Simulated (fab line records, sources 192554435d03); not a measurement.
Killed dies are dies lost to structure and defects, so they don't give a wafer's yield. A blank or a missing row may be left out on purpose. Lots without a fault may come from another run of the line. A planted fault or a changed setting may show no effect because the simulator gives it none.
A struck lot beside a sound one | flow n5_finfet | 42 steps out of a route of 1938
Sound: wafers L375.1, L375.2, L375.4. Struck: wafers L381.2, L381.4, L381.5. The cause comes at the end.
At each step with rows: each side's tool, then ch and its chambers, then its first start. Under that, the readings that differ: sound wafers | struck wafers | difference of the means | sigmas: that difference in standard deviations of wafers without a fault.
alike: readings whose means differ by less than 2 such deviations, and words and numbers that are the same on both sides. not compared: withheld readings, readings that some wafer has no value for, bounds like >300 that may hide the same value, and numbers for which the record gives no deviation and whose values overlap.
The two part at a step that has a row with sigmas, a row that says differs or no value, or rows on one side only. Numbers that don't overlap but have no deviation are shown without sigmas and don't part them. A reading that every wafer of one side lacks parts them only if that side has two wafers or more.

first, 11 steps without rows for these wafers: N5_SD_EPI_N_DESCUM_14 (chemistry O2, time 7.9 s); N5_SD_EPI_N_ETCH_34 (etches SiARC in CF4, target depth 45.5 nm, time 75.8 s); N5_SD_EPI_N_ETCH_35 (etches SOC in N2/H2, overetch 108 nm, time 486 s); N5_SD_EPI_N_STRIP_36 (strips in N2/H2); N5_SD_EPI_N_ETCHBACK_44 (etches SiNx in CH3F/O2, stops on SiO2, target depth 14.5 nm); N5_SD_EPI_N_ETCH_45 (etches SiOCN in CH3F/O2, target depth 6 nm); N5_SD_EPI_N_ETCH_16 (etches SiO2 in CHF3/O2, target depth 5 nm); N5_SD_EPI_N_STRIP_47 (strips in CHF3/O2); N5_SD_EPI_N_SD_RECESS_17 (chemistry HBr/Cl2/O2, target depth 41 nm, time 23.7 s, bt time 3 s); N5_SD_EPI_N_STRIP_38 (strips in N2/H2); N5_SD_EPI_N_WET_ETCH_43 (etches SiO2 in dHF, time 14 s, target depth 1.5 nm).
N5_SD_EPI_N_STRIP_18: strips in SPM, time 750 s.
  sound on wet_bench-02 ch 1,2,3, day 5 14:44; struck on wet_bench-02 ch 0,4,5, day 7 02:12
then, 8 steps without rows for these wafers: N5_SD_EPI_N_SRD_20 (time 30 s); N5_SD_EPI_N_PRECLEAN_48 (cleans in NF3:NH3, afs cycles 2, time 20 s, sublimation time 60 s); N5_SD_EPI_N_VAPOR_ETCH_50 (etches Si in HCl, time 54 s); N5_SD_EPI_N_EPI_21 (deposits Si:P, time 690 s); N5_SD_EPI_N_PRECLEAN_24 (cleans in O3/DIW, time 60 s); N5_SD_EPI_N_SRD_25 (time 30 s); N5_SD_EPI_N_PRECLEAN_49 (cleans in NF3:NH3, afs cycles 1, time 20 s, sublimation time 60 s); N5_SD_EPI_N_LINER_46 (material SiNx, target thk 3 nm).
N5_SD_EPI_N_INSPECT_26: inspects for defects (darkfield).
  sound on defect_inspect-02, day 5 18:34; struck on defect_inspect-02, day 7 05:16
  reading          | sound       | struck      | difference | sigmas
  raw_defect_count | 166 263 216 | 860 868 824 | +636       | +16
then, 8 steps without rows for these wafers: N5_SD_EPI_P_COAT_34 (time 60 s, resist thk 350 nm); N5_SD_EPI_P_COAT_35 (time 60 s, resist thk 35 nm); N5_SD_EPI_P_COAT_03 (resist thk 150 nm); N5_SD_EPI_P_EBR_05; N5_SD_EPI_P_SOFTBAKE_04 (time 60 s); N5_SD_EPI_P_EXPOSE_06 (exposes mask SD P BLK, target cd 240 nm); N5_SD_EPI_P_PEB_07 (peb time 60 s); N5_SD_EPI_P_DEVELOP_08 (develop time 30 s).
N5_SD_EPI_P_INSPECT_11: inspects for defects (macro).
  sound on defect_inspect-02, day 5 18:54; struck on defect_inspect-02, day 7 05:43
  reading          | sound | struck         | difference | sigmas
  raw_defect_count | 5 2 1 | >300 >300 >300 | differs    |
then, 8 steps without rows for these wafers: N5_SD_EPI_P_DESCUM_14 (chemistry O2, time 7.9 s); N5_SD_EPI_P_ETCH_36 (etches SiARC in CF4, target depth 45.5 nm, time 75.8 s); N5_SD_EPI_P_ETCH_37 (etches SOC in N2/H2, overetch 108 nm, time 486 s); N5_SD_EPI_P_STRIP_38 (strips in N2/H2); N5_SD_EPI_P_ETCHBACK_46 (etches SiNx in CH3F/O2, stops on SiO2, target depth 17.5 nm); N5_SD_EPI_P_ETCH_47 (etches SiOCN in CH3F/O2, target depth 25 nm); N5_SD_EPI_P_ETCH_16 (etches SiO2 in CHF3/O2, target depth 5 nm); N5_SD_EPI_P_STRIP_50 (strips in CHF3/O2).
N5_SD_EPI_P_INSPECT_26: inspects for defects (darkfield).
  sound on defect_inspect-01, day 5 22:39; struck on defect_inspect-01, day 7 09:28
  reading          | sound       | struck      | difference | sigmas
  raw_defect_count | 176 216 161 | 835 826 831 | +646       | +17
N5_SD_ACTIVATION_INSPECT_02: inspects for defects (darkfield).
  sound on defect_inspect-01, day 5 23:25; struck on defect_inspect-01, day 7 10:13
  reading          | sound       | struck      | difference | sigmas
  raw_defect_count | 170 201 156 | 818 829 849 | +656       | +17
-- the record jumps here: 4 days lie between the struck wafers' starts before and after (it left off in module SD_ACTIVATION and takes up again in module BEOL_M4, whose first step shown is number 1111 of the route) --
N5_BEOL_M4_RC_MEAS_101:
  sound on prober-02 ch 0, day 9 22:49; struck on prober-01 ch 0, day 11 15:47
  alike: DIBL_N, DIBL_P, IOFF_N, IOFF_P, ION_N, ION_P, SS_N, SS_P, VT_N, VT_P
-- the record jumps here: 4 days lie between the struck wafers' starts before and after (it left off in module BEOL_M4 and takes up again in module PASSIVATION, whose first step shown is number 1936 of the route) --
N5_PASSIVATION_PROBE_49:
  the record has rows for the struck wafers here (prober-02, day 15 15:59) and none for the sound ones

WHERE THEY PART
First at N5_SD_EPI_N_INSPECT_26; last, within this record, at N5_PASSIVATION_PROBE_49.

WHY: what the simulator had put in
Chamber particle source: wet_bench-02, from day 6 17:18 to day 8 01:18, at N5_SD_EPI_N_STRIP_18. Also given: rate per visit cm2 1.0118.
